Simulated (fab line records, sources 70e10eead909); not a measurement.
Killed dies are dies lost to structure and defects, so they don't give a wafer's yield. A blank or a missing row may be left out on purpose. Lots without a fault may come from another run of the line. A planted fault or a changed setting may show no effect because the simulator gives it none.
fab line records | flow nand_harc
record lots=12 wafers=36 last_day=24
route steps=1159 shown A_M1@1058 A_BONDPAD@1076 END@1159
lots that met no fault: from a run of the same line without faults
start_h: hours from the record's first day to the start of the lot's first wafer shown | wait_h: hours since the lot's step before | " the same as in the row above | L1.1+2: a row that stands for several wafers | - no value, or no start given | * or withheld: withheld | < > ~ a bound
route shown NAME@n: a module of which the file shows steps, and the number in the route of the first | usual: mean/standard deviation of fault-free wafers | same: alike in all rows | chamber/n: place in a boat | sites: the reading at each site | _std_site: their standard deviation | _edge_site: outer sites' mean less inner sites' | radius_mm: how far each site lies from the wafer's centre | mask NAME#n: copy n | behind: the tool/chamber that last shaped the wafer | hold: why the lot was held/for how many hours/how that ended | device: the transistor (n, p or np) that didn't switch | end of line: the same wafers' tests at the end of the route | a step without rows: its recipe alone | killed: dies lost to structure and defects at the first sort, not the wafer's yield | map: a wafer's dies, x killed, . not, _ none there
set.NAME: the setting as run; set.NAME@STEP: as run at that earlier step | model.NAME: the simulator's own value behind a step, which no gauge read
steps of the route over a sample of lots; a table a step, a row a wafer
services: from which hour (start_h, from the record's first day; less than 0 if before it) a tool's chamber was out of use, for how many hours, and why
## steps
# step NHARC_A_M1_DEP_33
# recipe target_thk_a=300 temp_c=370 target_thk_nm=30 pressure_torr=3 flow_sccm=200 rf_w=450 material=SiCN
# usual heater_power_outer_w=328/51 heater_power_w=602/67
# columns lot.wafer tool chamber start_h wait_h heater_power_outer_w heater_power_w
L938.6 pecvd-04 0 412.24 0.2 267 540
L938.5 " 1 " " 256 519
L938.4 " 2 " " 311 553
L935.1 pecvd-03 2 418.95 0.1 441 733
L935.2 " 1 " " 358 666
L935.4 " 1 " " 367 656
L936.1 pecvd-03 2 419.65 0.1 455 759
L936.6 " 2 " " 446 725
L936.4 " 0 " " 347 613
L937.1 pecvd-04 2 421.12 0.1 287 510
L937.6 " 2 " " 277 512
L937.4 " 1 " " 336 616
L944.3 pecvd-04 2 444.89 0.1 330 576
L944.5 " 2 " " 331 561
L944.4 " 0 " " 247 507
L943.1 pecvd-04 1 446.02 0.1 260 534
L943.5 " 2 " " 309 542
L943.6 " 0 " " 216 450
L948.2 pecvd-04 0 471.43 0.1 256 508
L948.6 " 0 " " 260 525
L948.5 " 1 " " 312 590
L947.2 pecvd-01 1 476.98 0.1 322 581
L947.6 " 1 " " 322 580
L947.5 " 0 " " 283 533
L954.3 pecvd-01 2 513.40 0.1 339 669
L954.6 " 2 " " 350 661
L954.5 " 0 " " 374 649
L955.2 pecvd-03 1 530.17 0.1 265 546
L955.3 " 2 " " 393 687
L955.4 " 0 " " 361 641
L957.3 pecvd-01 1 530.77 0.1 305 566
L957.4 " 1 " " 311 571
L957.5 " 2 " " 359 664
L956.3 pecvd-01 0 533.04 0.1 375 653
L956.4 " 1 " " 349 622
L956.6 " 0 " " 368 643
# step NHARC_A_BONDPAD_ETCH_34
# recipe target_depth_a=600 overetch_a=180 time_s=65.91 ion_energy_ev=200 n2_flow_sccm=150 h2_flow_sccm=150 ar_flow_sccm=0 rf_w=400 bias_w=150 chemistry=N2/H2
# usual drypump_motor_current_A=5.8/0.32 oes_product_au=1.001/0.0094 rf_vpp_V=428.8/1.8 showerhead_plenum_p_Torr=1.98/0.062 throttle_valve_pct=14.171/0.0092
# columns lot.wafer tool chamber start_h wait_h drypump_motor_current_A oes_product_au rf_hours_counter_h rf_vpp_V showerhead_plenum_p_Torr throttle_valve_pct
L938.4 rie_diel-04 1 414.09 0.1 5.6 1.002 4 429.5 2.02 14.163
L938.5 " 2 " " 5.5 1.014 - 426.6 1.89 14.169
L938.6 " 3 " " 5.9 0.998 - 429.4 1.98 14.167
L935.1 rie_diel-04 3 421.02 0.1 6.0 1.006 5 430.0 1.98 14.162
L935.2 " 1 " " 5.6 1.003 4 432.0 2.02 14.165
L935.4 " 2 " " 5.4 1.008 5 426.2 1.89 14.178
L936.1 rie_diel-04 1 421.63 0.1 5.6 0.999 5 430.2 2.02 14.164
L936.4 " 2 " " 5.4 1.002 5 427.1 1.89 14.182
L936.6 " 0 " " 6.3 0.991 - 428.4 1.95 14.176
L937.4 rie_diel-04 2 423.69 0.1 5.4 1.004 5 426.6 1.89 14.168
L937.1 " 3 " " 6.0 1.002 5 429.4 1.98 14.158
L937.6 " 2 " " 5.5 1.002 - 428.2 1.89 14.173
L944.3 rie_diel-04 2 446.93 0.1 5.4 1.026 6 427.2 1.89 14.166
L944.4 " 0 " " 6.3 0.999 6 427.4 1.95 14.165
L944.5 " 1 " " 5.6 0.990 - 431.8 2.02 14.157
L943.1 rie_diel-04 1 448.11 0.1 5.6 1.003 6 430.4 2.02 14.180
L943.5 " 0 " " 6.3 0.991 - 427.1 1.95 14.180
L943.6 " 1 " " 5.6 0.997 - 430.9 2.02 14.185
L948.2 rie_diel-06 0 473.67 0.2 5.6 0.990 21 435.5 2.21 14.183
L948.5 " 3 " " 6.1 1.001 - 431.6 2.04 14.160
L948.6 " 0 " " 5.6 0.977 - 434.5 2.21 14.166
L947.2 rie_diel-04 1 479.11 0.1 5.6 0.986 0 431.4 2.02 14.177
L947.6 " 2 " " 5.5 1.005 - 426.0 1.89 14.180
L947.5 " 3 " " 6.0 1.004 - 428.2 1.98 14.172
L954.3 rie_diel-04 3 515.38 0.1 6.0 0.997 1 429.1 1.98 14.167
L954.6 " 1 " " 5.6 0.995 - 428.7 2.02 14.171
L954.5 " 0 " " 6.3 1.005 - 427.8 1.95 14.165
L955.3 rie_diel-04 3 532.22 0.1 6.0 1.014 2 430.4 1.98 14.171
L955.2 " 2 " " 5.5 1.007 1 426.9 1.89 14.177
L955.4 " 1 " " 5.6 1.000 - 429.2 2.02 14.170
L957.3 rie_diel-04 1 532.84 0.1 5.6 0.994 2 430.1 2.02 14.176
L957.4 " 2 " " 5.4 1.002 - 426.4 1.89 14.155
L957.5 " 3 " " 6.0 1.001 - 429.5 1.98 14.192
L956.3 rie_diel-04 1 535.06 0.1 5.6 0.979 2 430.7 2.02 14.170
L956.6 " 1 " " 5.6 0.999 - 429.2 2.02 14.182
L956.4 " 2 " " 5.5 1.016 - 427.8 1.89 14.173
# step NHARC_A_BONDPAD_STRIP_15
# recipe o2_flow_sccm=500 ar_flow_sccm=0 bias_w=0 chemistry=O2
# usual chamber_pressure_mTorr=60.01/0.05 drypump_motor_current_A=5.7/0.35 oes_product_au=1.003/0.0079 rf_vpp_V=57.7/0.91 showerhead_plenum_p_Torr=3.47/0.14 throttle_valve_pct=17.036/0.0083
# columns lot.wafer tool chamber start_h wait_h chamber_pressure_mTorr drypump_motor_current_A oes_product_au rf_hours_counter_h rf_vpp_V showerhead_plenum_p_Torr throttle_valve_pct
L938.4 rie_diel-04 1 414.42 0.1 59.95 5.6 1.007 4 58.3 3.50 17.029
L938.5 " 2 " " 60.04 5.5 1.002 - 55.8 3.30 17.034
L938.6 " 3 " " 59.99 6.0 1.005 - 58.2 3.44 17.018
L935.4 rie_diel-04 2 421.34 0.1 60.04 5.5 1.000 5 58.1 3.30 17.047
L935.1 " 3 " " 60.00 6.0 0.997 5 57.5 3.44 17.042
L935.2 " 0 " " 60.02 6.3 0.999 4 58.1 3.38 17.045
L936.1 rie_diel-04 2 421.93 0.1 59.98 5.5 1.006 5 57.7 3.30 17.036
L936.4 " 1 " " 59.92 5.6 0.990 5 57.9 3.50 17.043
L936.6 " 3 " " 59.98 6.0 1.006 - 57.7 3.44 17.045
L937.4 rie_diel-04 1 424.03 0.1 47.88 5.6 0.994 5 57.9 3.50 17.042
L937.1 " 2 " " 47.80 5.5 1.000 5 57.5 3.30 17.053
L937.6 " 0 " " 47.75 6.3 1.000 - 57.5 3.38 17.022
L944.4 rie_diel-04 3 447.26 0.1 47.77 5.9 1.004 6 57.0 3.44 17.033
L944.3 " 1 " " 47.89 5.6 0.990 6 58.5 3.50 17.040
L944.5 " 3 " " 47.80 6.0 1.020 - 57.2 3.44 17.040
L943.1 rie_diel-04 1 448.44 0.1 47.73 5.6 0.992 6 59.3 3.50 17.036
L943.5 " 3 " " 47.83 6.0 1.010 - 57.2 3.44 17.034
L943.6 " 0 " " 47.71 6.3 0.992 - 56.6 3.38 17.037
L948.2 rie_diel-06 2 474.02 0.1 60.03 5.0 1.004 22 58.1 3.56 17.031
L948.6 " 2 " " 60.01 5.0 1.014 - 58.1 3.56 17.028
L948.5 " 3 " " 60.07 6.1 1.000 - 57.4 3.53 17.030
L947.2 rie_diel-11 2 479.41 0.1 60.06 5.4 1.005 22 59.6 3.65 17.035
L947.6 " 1 " " 59.99 5.7 0.988 - 57.8 3.64 17.037
L947.5 " 2 " " 60.02 5.4 1.000 - 58.1 3.65 17.046
L954.3 rie_diel-11 0 515.75 0.1 59.98 5.1 0.993 28 58.0 3.31 17.037
L954.6 " 2 " " 60.01 5.4 1.005 - 58.2 3.64 17.033
L954.5 " 3 " " 60.03 5.6 1.010 - 58.1 3.73 17.042
L955.3 rie_diel-11 2 532.57 0.1 60.02 5.4 1.008 32 58.7 3.64 17.038
L955.2 " 3 " " 59.99 5.6 1.012 31 58.3 3.73 17.034
L955.4 " 0 " " 59.99 5.1 1.006 31 56.9 3.31 17.050
L957.3 rie_diel-11 0 533.18 0.1 59.94 5.1 1.007 31 57.2 3.31 17.031
L957.4 " 2 " " 59.88 5.4 1.007 32 57.9 3.64 17.020
L957.5 " 3 " " 59.97 5.6 0.995 - 58.2 3.73 17.020
L956.3 rie_diel-11 1 535.40 0.1 59.95 5.8 1.004 32 58.8 3.64 17.034
L956.4 " 2 " " 60.02 5.4 0.998 32 57.4 3.64 17.036
L956.6 " 1 " " 60.06 5.8 1.005 - 59.6 3.64 17.053
# step NHARC_A_BONDPAD_THK_MEAS_20
# recipe thk_meas_gauge=xrf
# usual thk_nm=168.8/1.5
# columns lot.wafer tool chamber start_h wait_h thk_nm
L938.4 film_metro-02 - 416.61 - 168.9
L938.5 " - " " 172.7
L938.6 " - " " 169.7
L935.1 film_metro-01 - 423.31 - 166.8
L935.2 " - " " 168.9
L935.4 " - " " 168.4
L936.1 film_metro-02 - 423.89 - 170.7
L936.4 " - " " 169.6
L936.6 " - " " 170.2
L937.1 film_metro-02 - 426.05 - 167.3
L937.4 " - " " 170.7
L937.6 " - " " 168.7
L944.3 film_metro-01 - 449.61 - 167.1
L944.4 " - " " 166.0
L944.5 " - " " 168.7
L943.1 film_metro-02 - 450.68 - 168.5
L943.5 " - " " 167.4
L943.6 " - " " 167.0
L948.2 film_metro-02 - 476.37 - 169.0
L948.5 " - " " 169.8
L948.6 " - " " 167.1
L947.2 film_metro-02 - 481.37 - 169.6
L947.5 " - " " 168.0
L947.6 " - " " 168.3
L954.3 film_metro-01 - 517.73 - 170.1
L954.5 " - " " 168.7
L954.6 " - " " 167.7
L955.2 film_metro-02 - 534.53 - 166.2
L955.3 " - " " 166.4
L955.4 " - " " 167.1
L957.3 film_metro-02 - 535.12 - 167.3
L957.4 " - " " 168.5
L957.5 " - " " 167.0
L956.3 film_metro-02 - 538.14 - 166.9
L956.4 " - " " 169.1
L956.6 " - " " 171.4
# step NHARC_END_SORT_01
# recipe temp_c=25
# usual killed_at_array=26/11 killed_at_other=0.6/1 killed_at_periphery=3.1/2.1 killed_dies=30/11 killed_open=3.4/1.8 killed_short=2.1/1.5
# same gross_dies=677
# columns lot.wafer tool chamber start_h wait_h killed_at_array killed_at_other killed_at_periphery killed_dies killed_open killed_short
L937.1 prober-01 0 465.18 2.5 16 0 4 20 3 3
L937.4 prober-01 0 467.61 3.4 15 1 3 19 4 2
L937.6 prober-01 0 469.23 4.0 9 0 4 13 5 0
L943.1 prober-02 0 486.64 2.5 100 0 8 108 2 1
L943.5 prober-02 0 489.92 3.8 91 0 2 93 1 2
L943.6 prober-02 0 490.74 4.1 71 1 2 74 2 0
L944.3 prober-01 0 488.27 3.1 71 0 2 73 4 1
L944.4 prober-01 0 489.08 3.4 99 4 4 107 5 7
L944.5 prober-01 0 489.89 3.7 68 1 1 70 3 5
# killed by level:class
L937.1 A_CONTACT:chamber_film_flake=5 A_CHANNEL_HOLE_D1:chamber_film_flake=3 A_CHANNEL_FILL_D1:geometric_particle:short=2 P_GATE:chamber_film_flake=2 A_SLIT:chamber_film_flake=2 P_GATE:geometric_particle:open=1 P_CONTACT:geometric_particle:open=1 A_SOURCE_PLATE:geometric_particle:short=1
L937.4 A_CONTACT:geometric_particle:open=3 A_CHANNEL_HOLE_D1:chamber_film_flake=3 A_CONTACT:chamber_film_flake=3 A_STAIRCASE:chamber_film_flake=2 A_WL_FILL:chamber_film_flake=2 P_CONTACT:geometric_particle:open=1 A_ONON_D1:geometric_particle:short=1 P_STI:chamber_film_flake=1
L937.6 A_CONTACT:chamber_film_flake=3 P_CONTACT:geometric_particle:open=2 P_STI:chamber_film_flake=2 A_ONON_D1:geometric_particle:open=1 A_CHANNEL_FILL_D1:geometric_particle:open=1 A_CONTACT:geometric_particle:open=1 A_STAIRCASE:chamber_film_flake=1 A_SLIT:chamber_film_flake=1
L943.1 A_STAIRCASE:unspecified=86 P_GATE:chamber_film_flake=3 A_CHANNEL_HOLE_D1:chamber_film_flake=3 A_WL_FILL:chamber_film_flake=3 P_STI:chamber_film_flake=2 A_CHANNEL_FILL_D1:chamber_film_flake=2 A_CONTACT:chamber_film_flake=2 P_GATE:geometric_particle:open=1
L944.3 A_STAIRCASE:unspecified=55 A_CHANNEL_HOLE_D1:chamber_film_flake=9 A_CONTACT:chamber_film_flake=3 P_BONDPAD:geometric_particle:open=1 A_CHANNEL_FILL_D1:geometric_particle:short=1 A_WL_FILL:geometric_particle:open=1 A_CONTACT:geometric_particle:open=1 A_BLC:geometric_particle:open=1
L944.4 A_STAIRCASE:unspecified=76 A_CHANNEL_HOLE_D1:chamber_film_flake=10 THIN_TSV:chamber_film_flake=4 A_CHANNEL_FILL_D1:geometric_particle:open=3 A_CHANNEL_FILL_D1:geometric_particle:short=2 A_CONTACT:chamber_film_flake=2 P_GATE:geometric_particle:open=1 P_M0:geometric_particle:short=1
L944.5 A_STAIRCASE:unspecified=55 A_CONTACT:chamber_film_flake=3 A_CHANNEL_HOLE_D1:chamber_film_flake=3 A_CHANNEL_FILL_D1:geometric_particle:short=2 P_CONTACT:geometric_particle:short=1 A_SOURCE_PLATE:geometric_particle:short=1 A_SOURCE_PLATE:geometric_particle:open=1 A_ONON_D1:geometric_particle:open=1
L943.5 A_STAIRCASE:unspecified=77 A_WL_FILL:chamber_film_flake=3 P_GATE:chamber_film_flake=2 A_CHANNEL_HOLE_D1:chamber_film_flake=2 A_STAIRCASE:chamber_film_flake=2 A_CONTACT:chamber_film_flake=2 A_CONTACT:geometric_particle:short=1 A_CONTACT:geometric_particle:open=1
L943.6 A_STAIRCASE:unspecified=57 A_CHANNEL_HOLE_D1:chamber_film_flake=5 A_WL_FILL:chamber_film_flake=2 A_ZERO_WELL:chamber_film_flake=2 A_CHANNEL_FILL_D1:chamber_film_flake=2 A_CONTACT:chamber_film_flake=2 P_M0:geometric_particle:open=1 A_CONTACT:geometric_particle:open=1
## services
# columns tool chamber start_h hours kind
rie_diel-04 0 395.92 - clean
rie_diel-04 1 395.92 - clean
rie_diel-04 2 395.92 - clean
rie_diel-04 3 395.92 - clean
pecvd-01 - 418.47 13.0 pm
rie_diel-06 - 419.60 9.0 pm
rie_diel-04 0 420.42 - clean
rie_diel-04 1 420.42 - clean
rie_diel-04 2 420.42 - clean
rie_diel-04 3 420.42 - clean
rie_diel-04 0 444.92 - clean
rie_diel-04 1 444.92 - clean
rie_diel-04 2 444.92 - clean
rie_diel-04 3 444.92 - clean
rie_diel-04 3 455.45 2.4 repair
rie_diel-04 - 465.92 9.0 pm
rie_diel-04 0 465.92 9.0 vent_cycle
rie_diel-04 1 465.92 9.0 vent_cycle
rie_diel-04 2 465.92 9.0 vent_cycle
rie_diel-04 3 465.92 9.0 vent_cycle
rie_diel-06 - 469.88 0.4 repair
pecvd-03 - 473.13 13.0 pm
rie_diel-04 2 501.56 16.4 repair
rie_diel-04 0 529.91 6.0 repair
## key
first_sign step=NHARC_A_BONDPAD_STRIP_15 reading=chamber_pressure_mTorr direction=down sigmas=99+ usual=60.01 struck=47.80
effect step=NHARC_END_SORT_01 reading=killed_dies direction=up sigmas=3.1 usual=30 struck=64 wafers_moved=6
met_at NHARC_A_BONDPAD_STRIP_15
struck_lots L937,L943,L944
tester_left_out L943,L944
not_acting_at NHARC_A_M1_DEP_33,NHARC_A_BONDPAD_ETCH_34,NHARC_A_BONDPAD_THK_MEAS_20
onset_between 421.93 424.03
earlier_fault kind=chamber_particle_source tool=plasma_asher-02 chamber=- onset_h=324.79 steps=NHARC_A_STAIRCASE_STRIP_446 rate_per_visit_cm2=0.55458
fault kind=process_parameter_drift tool=rie_diel-04 chamber=- onset_h=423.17 steps=NHARC_A_BONDPAD_STRIP_15 channel=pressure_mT offset=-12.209 shape=step acts_in=these_recipes_only stated=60
# tester_left_out: of these lots the tester's yield and bins aren't shown, on N5 and GAA mostly nor the transistor test; their killed dies are dies lost to structure and defects alone, not to doping, threshold or leakage, so they don't give the yield
